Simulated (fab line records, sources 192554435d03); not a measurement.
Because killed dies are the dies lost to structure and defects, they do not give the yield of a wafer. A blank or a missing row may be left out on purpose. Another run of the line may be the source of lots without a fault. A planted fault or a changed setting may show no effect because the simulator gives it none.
Matching of chambers    flow n5 finfet    pecvd-03 running N5_BEOL_M10_ILD_DEP_00: 3 sister chambers
The step deposits SiCOH lowk from DEMS/porogen, target thk 308.51 nm, time 58 s. 3 wafers are shown with their chamber, then 9 later ones without.

## WAFERS PAIRED WITH THEIR CHAMBERS
wafer   chamber  throttle valve pct (%)
L078.5  0        14.5
L081.2  2        13.9
L081.5  1        14.7

## WAFERS WHOSE CHAMBER IS MISSING
wafer   throttle valve pct (%)
L090.1  14.6
L090.3  14.5
L090.6  14.2
L087.1  14.5
L087.2  14.4
L087.3  14.7
L086.3  14.4
L086.4  14.2
L086.5  14.3

## EACH ONE'S CHAMBER
wafer   from the rows above           in truth
L090.1  can't be placed: 0 or 1       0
L090.3  can't be placed: 0 or 1       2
L090.6  can't be placed: 2 or 0 or 1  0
L087.1  can't be placed: 0 or 1       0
L087.2  can't be placed: 0 or 1       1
L087.3  can't be placed: 1 or 0       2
L086.3  can't be placed: 0 or 1       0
L086.4  can't be placed: 2 or 0 or 1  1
L086.5  can't be placed: 0 or 1 or 2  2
0 of 9 placed correctly. Unplaceable from these rows: 9, with the true chamber sitting among the candidates in 7. 0 placed wrongly.
How it was worked out, from the rows above alone: a wafer's distance from a chamber is the root of the sum, over the readings, of the square of ((its reading less the chamber's mean) divided by the reading's scatter). If the next closest chamber is less than 2 further off than the closest, the wafer can't be placed; otherwise it belongs to the closest. The mean given for a chamber averages the wafers shown for that chamber. The scatter: root of mean squared gap, hidden wafer to nearest shown wafer, with one shown wafer a chamber.
